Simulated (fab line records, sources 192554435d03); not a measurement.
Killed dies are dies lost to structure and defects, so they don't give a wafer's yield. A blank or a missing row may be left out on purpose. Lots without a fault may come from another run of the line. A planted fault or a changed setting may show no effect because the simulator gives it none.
Tool commonality check | flow n5_finfet | 11 lots, 31 wafers sampled

WHY IT WAS OPENED
At N5_BEOL_M4_RC_MEAS_101 the reading REXT_N is flagged on 2 of 11 lots. Wafers without a fault read 74.6 ohm.um, standard deviation 1.9.
Rule: a lot is flagged when every wafer of it that has a number lies more than 4 standard deviations from that mean, or none has a number. The other lots count as sound.

lot  | measured     | on        | REXT_N (ohm.um), wafer by wafer | flag
L994 | day 7 19:20  | prober-01 | 75.6 76.3 77.5                  |
L993 | day 8 00:23  | prober-02 | 72.3 73.7 73.0                  |
L995 | day 8 15:20  | prober-01 | 74.9 79.4 75.7                  |
L996 | day 8 17:16  | prober-01 | 76.9 77.0 77.6                  |
L999 | day 9 01:01  | prober-01 | 75.5 76.9                       |
L998 | day 9 04:13  | prober-01 | 75.3 74.4                       |
L101 | day 10 03:54 | prober-01 | 75.7 74.6 75.0                  |
L104 | day 10 11:45 | prober-01 | 77.7 77.4 77.7                  |
L109 | day 12 09:42 | prober-01 | 97.0 95.7 94.3                  | FLAGGED
L110 | day 12 11:52 | prober-01 | 98.7 96.5 97.4                  | FLAGGED
L113 | day 13 05:11 | prober-02 | 75.4 74.0 73.9                  |
The numbers of the flagged lots are 96.6 ohm.um on average: +22.0 ohm.um against the usual, or +12 standard deviations.

WHICH TOOL RAN EACH LOT
The record holds 2 process steps before the reading, out of a route of 1938 steps. In each cell: the tool, then ch and the chambers that the sampled wafers went through, then the start.
lot  | flag    | N5_SD_EPI_N_VAPOR_ETCH_50      | N5_BEOL_M4_ANNEAL_51
L994 |         | epi_rpcvd-01 ch 0, day 3 06:38 | rtp_anneal-01 ch 0, day 7 18:19
L993 |         | epi_rpcvd-01 ch 0, day 3 01:18 | rtp_anneal-02 ch 0, day 7 23:22
L995 |         | epi_rpcvd-03 ch 0, day 3 14:30 | rtp_anneal-02 ch 0, day 8 14:13
L996 |         | epi_rpcvd-03 ch 0, day 3 20:24 | rtp_anneal-01 ch 0, day 8 16:20
L999 |         | epi_rpcvd-02 ch 0, day 4 14:02 | rtp_anneal-01 ch 0, day 9 00:00
L998 |         | epi_rpcvd-02 ch 0, day 4 08:24 | rtp_anneal-01 ch 0, day 9 02:58
L101 |         | epi_rpcvd-02 ch 0, day 5 07:15 | rtp_anneal-01 ch 0, day 10 02:41
L104 |         | epi_rpcvd-01 ch 0, day 5 22:07 | rtp_anneal-02 ch 0, day 10 10:44
L109 | FLAGGED | epi_rpcvd-02 ch 0, day 7 03:23 | rtp_anneal-01 ch 0, day 12 08:40
L110 | FLAGGED | epi_rpcvd-02 ch 0, day 7 08:38 | rtp_anneal-01 ch 0, day 12 10:24
L113 |         | epi_rpcvd-01 ch 0, day 8 01:57 | rtp_anneal-01 ch 0, day 13 04:17
What these steps do:
- N5_SD_EPI_N_VAPOR_ETCH_50: etches Si in HCl, time 54 s.
- N5_BEOL_M4_ANNEAL_51: time 90 s.
- N5_BEOL_M4_RC_MEAS_101

FLAGGED OVER TOTAL, TOOL BY TOOL (the gauges that took the reading come last)
step                      | tool          | lots run | flagged | share of the flagged lots | sound lots run after its first flagged lot
N5_SD_EPI_N_VAPOR_ETCH_50 | epi_rpcvd-01  | 4        | 0       | none                      | -
N5_SD_EPI_N_VAPOR_ETCH_50 | epi_rpcvd-02  | 5        | 2       | all                       | 0
N5_SD_EPI_N_VAPOR_ETCH_50 | epi_rpcvd-03  | 2        | 0       | none                      | -
N5_BEOL_M4_ANNEAL_51      | rtp_anneal-01 | 8        | 2       | all                       | 1 (L113)
N5_BEOL_M4_ANNEAL_51      | rtp_anneal-02 | 3        | 0       | none                      | -
N5_BEOL_M4_RC_MEAS_101    | prober-01     | 9        | 2       | all                       | 0
N5_BEOL_M4_RC_MEAS_101    | prober-02     | 2        | 0       | none                      | -

WHAT THE TABLE ALLOWS
3 rows of the table ran every flagged lot: epi_rpcvd-02 at N5_SD_EPI_N_VAPOR_ETCH_50, rtp_anneal-01 at N5_BEOL_M4_ANNEAL_51, prober-01 at N5_BEOL_M4_RC_MEAS_101.
- epi_rpcvd-02 at N5_SD_EPI_N_VAPOR_ETCH_50: 2 of its 5 lots flagged. Its last sound lot is L101 (day 5 07:15), its first flagged lot L109 (day 7 03:23): a fault that began between those two fits.
- rtp_anneal-01 at N5_BEOL_M4_ANNEAL_51: 2 of its 8 lots flagged. Sound lots ran on it after the first flagged one (L113), which a lasting fault on the whole tool wouldn't allow.
- prober-01 at N5_BEOL_M4_RC_MEAS_101: 2 of its 9 lots flagged. Its last sound lot is L104 (day 10 11:45), its first flagged lot L109 (day 12 09:42): a fault that began between those two fits.
Counting lots can't tell these 2 tools apart, because each fits a fault that began at some hour. More lots, or a look at what each step does to the wafer, might.

WHAT THE SIMULATOR HAD PUT IN
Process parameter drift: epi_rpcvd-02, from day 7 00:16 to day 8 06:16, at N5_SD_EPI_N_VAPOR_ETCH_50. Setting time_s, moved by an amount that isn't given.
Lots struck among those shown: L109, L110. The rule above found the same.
